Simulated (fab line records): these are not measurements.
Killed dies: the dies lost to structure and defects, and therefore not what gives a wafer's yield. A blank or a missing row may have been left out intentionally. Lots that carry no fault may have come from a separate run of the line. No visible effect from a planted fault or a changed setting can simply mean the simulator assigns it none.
fab line records -- flow nand-harc
record: lots: 6, wafers: 18, last-day: 33
route steps=1302 shown A_SOURCE_PLATE@414 A_ONON_D1@424 END@1302
lots that met no fault: taken from a fault-free run of the same line
start-h: hours from the record's first day to the start of the lot's first wafer shown -- wait-h: how many hours have passed since the lot's step before this one -- " the same as in the row above -- L1.1+2: several wafers, shown together as one row -- - value missing, or start not given -- * or withheld: withheld -- < > ~ a bound
route shown NAME@n: a module of which the file shows steps, and the number in the route of the first -- usual: mean and standard deviation over wafers with no fault -- same: alike in all rows -- chamber/n: place in a boat -- sites: per-site readings -- _std_site: how widely they spread, as a standard deviation -- _edge_site: outer sites' mean less inner sites' -- radius-mm: how far each site lies from the wafer's centre -- mask NAME#n: copy n -- behind: the most recent tool/chamber to have shaped the wafer -- hold: reason for holding the lot/hours on hold/outcome of the hold -- device: names the non-switching transistor (n, p or np) -- end of line: at the end of the route, the tests of the same wafers -- step lacking rows: just its recipe -- killed: at the first sort, the dies lost to defects and structure; wafer yield is something else -- map: shows each die of a wafer: x if killed, . if not, _ if none is there
set.NAME: the setting the step ran with; set.NAME@STEP: the setting that earlier step ran with -- model.NAME: the simulator's own value behind a step, which no gauge read
certain route steps with their lots: each step a table, each wafer a row
services: when a tool's chamber went out of use (start-h, in hours from the record's first day, below 0 if earlier), for how many hours, and the reason
== steps ==
step: NHARC_A_SOURCE_PLATE_SRD_01
step: NHARC_A_SOURCE_PLATE_OXIDE_02
recipe: target-thk-a: 100, temp-c: 900, ox-time-s: 1362, material: SiO2
step: NHARC_A_SOURCE_PLATE_THK_MEAS_09
recipe: thk-meas-gauge: ellipsometry
usual: thk-nm: 9.7/1
lot.wafer,tool,chamber,start-h,wait-h,thk-nm
L814.1,film-metro-02,-,170.42,0.4,10.7
L814.2,film-metro-02,-,170.42,0.4,10.3
L814.6,film-metro-02,-,170.42,0.4,11.5
L820.1,film-metro-02,-,241.01,0.4,9.9
L820.3,film-metro-02,-,241.01,0.4,10.9
L820.4,film-metro-02,-,241.01,0.4,11.8
L822.1,film-metro-01,-,255.52,0.4,8.9
L822.2,film-metro-01,-,255.52,0.4,9.5
L822.6,film-metro-01,-,255.52,0.4,10.2
L823.1,film-metro-01,-,268.02,0.4,8.0
L823.3,film-metro-01,-,268.02,0.4,8.4
L823.4,film-metro-01,-,268.02,0.4,9.3
L830.1,film-metro-01,-,338.14,0.4,9.0
L830.5,film-metro-01,-,338.14,0.4,9.9
L830.6,film-metro-01,-,338.14,0.4,10.9
L834.3,film-metro-01,-,383.81,0.4,10.4
L834.4,film-metro-01,-,383.81,0.4,11.1
L834.6,film-metro-01,-,383.81,0.4,8.5
step: NHARC_A_SOURCE_PLATE_PVD_04
recipe: target-thk-a: 500, material: WSi2
step: NHARC_A_SOURCE_PLATE_CVD_03
recipe: target-thk-a: 2000, temp-c: 620, pressure-mtorr: 200, time-s: 4000, material: poly-Si
step: NHARC_A_SOURCE_PLATE_ANNEAL_05
recipe: temp-c: 850, time-s: 1800
step: NHARC_A_SOURCE_PLATE_THK_MEAS_06
recipe: thk-meas-gauge: ellipsometry
usual: thk-nm: 200.6/2.3
lot.wafer,tool,chamber,start-h,wait-h,thk-nm
L814.1,film-metro-02,-,183.36,0.4,196.7
L814.2,film-metro-02,-,183.36,0.4,198.4
L814.6,film-metro-02,-,183.36,0.4,195.8
L820.1,film-metro-02,-,254.55,0.4,198.0
L820.3,film-metro-02,-,254.55,0.4,200.4
L820.4,film-metro-02,-,254.55,0.4,199.9
L822.1,film-metro-02,-,269.14,0.4,200.7
L822.2,film-metro-02,-,269.14,0.4,196.6
L822.6,film-metro-02,-,269.14,0.4,200.4
L823.1,film-metro-01,-,280.92,0.4,204.2
L823.3,film-metro-01,-,280.92,0.4,199.9
L823.4,film-metro-01,-,280.92,0.4,201.6
L830.1,film-metro-01,-,352.22,0.4,196.0
L830.5,film-metro-01,-,352.22,0.4,198.0
L830.6,film-metro-01,-,352.22,0.4,199.4
L834.3,film-metro-02,-,399.41,0.4,200.1
L834.4,film-metro-02,-,399.41,0.4,200.9
L834.6,film-metro-02,-,399.41,0.4,198.9
step: NHARC_A_SOURCE_PLATE_INSPECT_08
usual: raw-defect-count: 60/25
lot.wafer,tool,chamber,start-h,wait-h,raw-defect-count
L814.1,defect-inspect-01,-,183.42,0.0,24
L814.2,defect-inspect-01,-,183.42,0.0,36
L814.6,defect-inspect-01,-,183.42,0.0,51
L820.1,defect-inspect-02,-,254.61,0.0,60
L820.3,defect-inspect-02,-,254.61,0.0,61
L820.4,defect-inspect-02,-,254.61,0.0,82
L822.1,defect-inspect-01,-,269.21,0.0,78
L822.2,defect-inspect-01,-,269.21,0.0,108
L822.6,defect-inspect-01,-,269.21,0.0,81
L823.1,defect-inspect-01,-,281.03,0.0,56
L823.3,defect-inspect-01,-,281.03,0.0,52
L823.4,defect-inspect-01,-,281.03,0.0,54
L830.1,defect-inspect-01,-,352.29,0.0,106
L830.5,defect-inspect-01,-,352.29,0.0,42
L830.6,defect-inspect-01,-,352.29,0.0,31
L834.3,defect-inspect-02,-,399.47,0.0,49
L834.4,defect-inspect-02,-,399.47,0.0,43
L834.6,defect-inspect-02,-,399.47,0.0,48
step: NHARC_A_ONON_D1_DEP_00
recipe: target-thk-a: 10000, n2-flow-sccm: 2750, n2o-flow-sccm: 2000, nh3-flow-sccm: 500, sih4-flow-sccm: 210, temp-c: 400
step: NHARC_A_ONON_D1_THK_MEAS_02
recipe: thk-meas-gauge: ellipsometry
usual: thk-nm: 996/8.2
lot.wafer,tool,chamber,start-h,wait-h,thk-nm
L814.1,film-metro-02,-,184.00,-,1003
L814.2,film-metro-02,-,184.00,-,1001
L814.6,film-metro-02,-,184.00,-,1004
L820.1,film-metro-02,-,255.19,-,993
L820.3,film-metro-02,-,255.19,-,992
L820.4,film-metro-02,-,255.19,-,993
L822.1,film-metro-02,-,269.78,-,982
L822.2,film-metro-02,-,269.78,-,983
L822.6,film-metro-02,-,269.78,-,981
L823.1,film-metro-01,-,281.86,-,992
L823.3,film-metro-01,-,281.86,-,992
L823.4,film-metro-01,-,281.86,-,994
L830.1,film-metro-02,-,352.86,-,1007
L830.5,film-metro-02,-,352.86,-,1005
L830.6,film-metro-02,-,352.86,-,1004
L834.3,film-metro-02,-,400.05,-,986
L834.4,film-metro-02,-,400.05,-,988
L834.6,film-metro-02,-,400.05,-,989
step: NHARC_A_ONON_D1_DEP_03
recipe: target-thk-a: 10000, n2-flow-sccm: 2750, n2o-flow-sccm: 2000, nh3-flow-sccm: 500, sih4-flow-sccm: 210, temp-c: 400
lot.wafer,tool,chamber,start-h,wait-h
L814.1+2+6,pecvd-onon-01,0,184.05,0.1
L820.1+3+4,pecvd-onon-04,0,255.25,0.1
L822.1+2+6,pecvd-onon-04,0,269.83,0.1
L823.1+3+4,pecvd-onon-04,0,281.92,0.1
L830.1+5+6,pecvd-onon-02,0,352.92,0.1
L834.3+4+6,pecvd-onon-01,0,400.22,0.2
step: NHARC_A_ONON_D1_THK_MEAS_05
recipe: thk-meas-gauge: ellipsometry
usual: thk-nm: 1001/9.9
lot.wafer,tool,chamber,start-h,wait-h,thk-nm
L814.1,film-metro-02,-,184.56,-,999
L814.2,film-metro-02,-,184.56,-,999
L814.6,film-metro-02,-,184.56,-,999
L820.1,film-metro-02,-,255.76,-,993
L820.3,film-metro-02,-,255.76,-,991
L820.4,film-metro-02,-,255.76,-,994
L822.1,film-metro-01,-,270.34,-,1246
L822.2,film-metro-01,-,270.34,-,1246
L822.6,film-metro-01,-,270.34,-,1247
L823.1,film-metro-01,-,282.43,-,1253
L823.3,film-metro-01,-,282.43,-,1251
L823.4,film-metro-01,-,282.43,-,1255
L830.1,film-metro-02,-,353.43,-,988
L830.5,film-metro-02,-,353.43,-,989
L830.6,film-metro-02,-,353.43,-,988
L834.3,film-metro-02,-,400.62,-,990
L834.4,film-metro-02,-,400.62,-,988
L834.6,film-metro-02,-,400.62,-,991
step: NHARC_A_ONON_D1_DEP_06
recipe: target-thk-a: 10000, n2-flow-sccm: 2750, n2o-flow-sccm: 2000, nh3-flow-sccm: 500, sih4-flow-sccm: 210, temp-c: 400
step: NHARC_END_SORT_01
recipe: temp-c: 25
usual: killed-at-array: 59/17, killed-at-other: 0.7/0.9, killed-at-periphery: 3.6/2.3, killed-dies: 63/18, killed-open: 3.4/1.9, killed-short: 2.6/1.7
same: gross-dies: 677
lot.wafer,tool,chamber,start-h,wait-h,killed-at-array,killed-at-other,killed-at-periphery,killed-dies,killed-open,killed-short
L822.1,prober-01,0,682.72,2.5,672,0,5,677,7,2
L822.2,prober-01,0,683.51,2.8,676,0,1,677,2,4
L822.6,prober-01,0,686.68,4.0,672,0,5,677,5,5
L823.1,prober-01,0,690.49,2.5,671,2,4,677,1,3
L823.3,prober-01,0,692.10,3.1,667,2,8,677,2,2
L823.4,prober-01,0,692.91,3.4,672,1,4,677,3,0
killed by level:class
L822.1 A_ONON_D1:area-dep=618 A_CHANNEL_HOLE_D1:chamber-film-flake=31 A_CONTACT:chamber-film-flake=8 A_SLIT:chamber-film-flake=3 P_CONTACT:geometric-particle:open=2 A_CHANNEL_FILL_D1:geometric-particle:open=2 A_CHANNEL_HOLE_D2:chamber-film-flake=2 P_M2:geometric-particle:short=1
L822.2 A_ONON_D1:area-dep=622 A_CHANNEL_HOLE_D1:chamber-film-flake=33 A_CONTACT:chamber-film-flake=10 P_GATE:geometric-particle:open=1 A_ONON_D1:geometric-particle:short=1 A_CHANNEL_FILL_D1:geometric-particle:short=1 A_CHANNEL_HOLE_D2:geometric-particle:open=1 A_CHANNEL_FILL_D2:geometric-particle:short=1
L822.6 A_ONON_D1:area-dep=613 A_CHANNEL_HOLE_D1:chamber-film-flake=35 A_CONTACT:chamber-film-flake=6 A_SLIT:chamber-film-flake=3 A_ONON_D1:geometric-particle:open=2 P_ZERO_WELL:chamber-film-flake=2 A_CHANNEL_HOLE_D2:unspecified=2 P_STI:geometric-particle:short=1
L823.1 A_ONON_D1:area-dep=602 A_SLIT:chamber-film-flake=27 A_CHANNEL_HOLE_D2:chamber-film-flake=19 A_STAIRCASE:chamber-film-flake=8 A_CONTACT:chamber-film-flake=6 A_CHANNEL_HOLE_D1:chamber-film-flake=4 P_M1:geometric-particle:short=2 THIN_TSV:chamber-film-flake=2
L823.3 A_ONON_D1:area-dep=613 A_SLIT:chamber-film-flake=24 A_CHANNEL_HOLE_D2:chamber-film-flake=14 A_STAIRCASE:chamber-film-flake=6 P_M2:chamber-film-flake=5 A_CHANNEL_HOLE_D1:chamber-film-flake=4 A_CONTACT:chamber-film-flake=3 THIN_TSV:chamber-film-flake=2
L823.4 A_ONON_D1:area-dep=596 A_SLIT:chamber-film-flake=28 A_CHANNEL_HOLE_D2:chamber-film-flake=12 A_STAIRCASE:chamber-film-flake=11 A_CONTACT:chamber-film-flake=10 A_CHANNEL_HOLE_D1:chamber-film-flake=9 P_M2:chamber-film-flake=3 A_CHANNEL_FILL_D2:chamber-film-flake=2
map L822.1 (x killed, . not)
____________x____________
_________xxxxxxx_________
_______xxxxxxxxxxx_______
______xxxxxxxxxxxxx______
_____xxxxxxxxxxxxxxx_____
____xxxxxxxxxxxxxxxxx____
____xxxxxxxxxxxxxxxxx____
___xxxxxxxxxxxxxxxxxxx___
___xxxxxxxxxxxxxxxxxxx___
__xxxxxxxxxxxxxxxxxxxxx__
__xxxxxxxxxxxxxxxxxxxxx__
_xxxxxxxxxxxxxxxxxxxxxxx_
_xxxxxxxxxxxxxxxxxxxxxxx_
_xxxxxxxxxxxxxxxxxxxxxxx_
_xxxxxxxxxxxxxxxxxxxxxxx_
_xxxxxxxxxxxxxxxxxxxxxxx_
xxxxxxxxxxxxxxxxxxxxxxxxx
xxxxxxxxxxxxxxxxxxxxxxxxx
xxxxxxxxxxxxxxxxxxxxxxxxx
xxxxxxxxxxxxxxxxxxxxxxxxx
xxxxxxxxxxxxxxxxxxxxxxxxx
_xxxxxxxxxxxxxxxxxxxxxxx_
_xxxxxxxxxxxxxxxxxxxxxxx_
_xxxxxxxxxxxxxxxxxxxxxxx_
_xxxxxxxxxxxxxxxxxxxxxxx_
_xxxxxxxxxxxxxxxxxxxxxxx_
__xxxxxxxxxxxxxxxxxxxxx__
__xxxxxxxxxxxxxxxxxxxxx__
___xxxxxxxxxxxxxxxxxxx___
___xxxxxxxxxxxxxxxxxxx___
____xxxxxxxxxxxxxxxxx____
____xxxxxxxxxxxxxxxxx____
_____xxxxxxxxxxxxxxx_____
______xxxxxxxxxxxxx______
_______xxxxxxxxxxx_______
_________xxxxxxx_________
____________x____________
map L823.1 (x killed, . not)
____________x____________
_________xxxxxxx_________
_______xxxxxxxxxxx_______
______xxxxxxxxxxxxx______
_____xxxxxxxxxxxxxxx_____
____xxxxxxxxxxxxxxxxx____
____xxxxxxxxxxxxxxxxx____
___xxxxxxxxxxxxxxxxxxx___
___xxxxxxxxxxxxxxxxxxx___
__xxxxxxxxxxxxxxxxxxxxx__
__xxxxxxxxxxxxxxxxxxxxx__
_xxxxxxxxxxxxxxxxxxxxxxx_
_xxxxxxxxxxxxxxxxxxxxxxx_
_xxxxxxxxxxxxxxxxxxxxxxx_
_xxxxxxxxxxxxxxxxxxxxxxx_
_xxxxxxxxxxxxxxxxxxxxxxx_
xxxxxxxxxxxxxxxxxxxxxxxxx
xxxxxxxxxxxxxxxxxxxxxxxxx
xxxxxxxxxxxxxxxxxxxxxxxxx
xxxxxxxxxxxxxxxxxxxxxxxxx
xxxxxxxxxxxxxxxxxxxxxxxxx
_xxxxxxxxxxxxxxxxxxxxxxx_
_xxxxxxxxxxxxxxxxxxxxxxx_
_xxxxxxxxxxxxxxxxxxxxxxx_
_xxxxxxxxxxxxxxxxxxxxxxx_
_xxxxxxxxxxxxxxxxxxxxxxx_
__xxxxxxxxxxxxxxxxxxxxx__
__xxxxxxxxxxxxxxxxxxxxx__
___xxxxxxxxxxxxxxxxxxx___
___xxxxxxxxxxxxxxxxxxx___
____xxxxxxxxxxxxxxxxx____
____xxxxxxxxxxxxxxxxx____
_____xxxxxxxxxxxxxxx_____
______xxxxxxxxxxxxx______
_______xxxxxxxxxxx_______
_________xxxxxxx_________
____________x____________
== services ==
tool,chamber,start-h,hours,kind
pecvd-onon-02,-,185.00,13.0,pm
pecvd-onon-01,-,269.00,13.0,pm
pecvd-onon-04,-,304.04,0.3,repair
pecvd-onon-04,-,311.10,13.0,pm
pecvd-onon-02,-,366.31,13.0,pm
== key ==
first-sign: step: NHARC_A_ONON_D1_THK_MEAS_05, reading: thk-nm, direction: up, sigmas: 25, usual: 1001, struck: 1250
effect: step: NHARC_END_SORT_01, reading: killed-at-array, direction: up, sigmas: 36, usual: 59, struck: 672
more-kills-born-at: NHARC_A_ONON_D1_DEP_03@pecvd-onon-04: 3664
met-at NHARC_A_ONON_D1_DEP_03
struck-wafers L822.1,L822.2,L822.6,L823.1,L823.3,L823.4
later-rows-left-out L822.1,L822.2,L822.6,L823.1,L823.3,L823.4
tester-left-out L822,L823
onset-between 255.25 269.83
fault: kind: process-parameter-drift, tool: pecvd-onon-04, chamber: -, onset-h: 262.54, steps: NHARC_A_ONON_D1_DEP_03, channel: target-thk-a, offset: *, shape: step, end-h: 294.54, acts-in: *, stated: *
tester-left-out: of these lots the tester's yield and bins aren't shown, on N5 and GAA mostly nor the transistor test; their killed dies are dies lost to structure and defects alone, not to doping, threshold or leakage, so they don't give the yield
later-rows-left-out: the simulator's readings of these wafers behind a module that went badly wrong aren't trusted and aren't shown, but for the sort
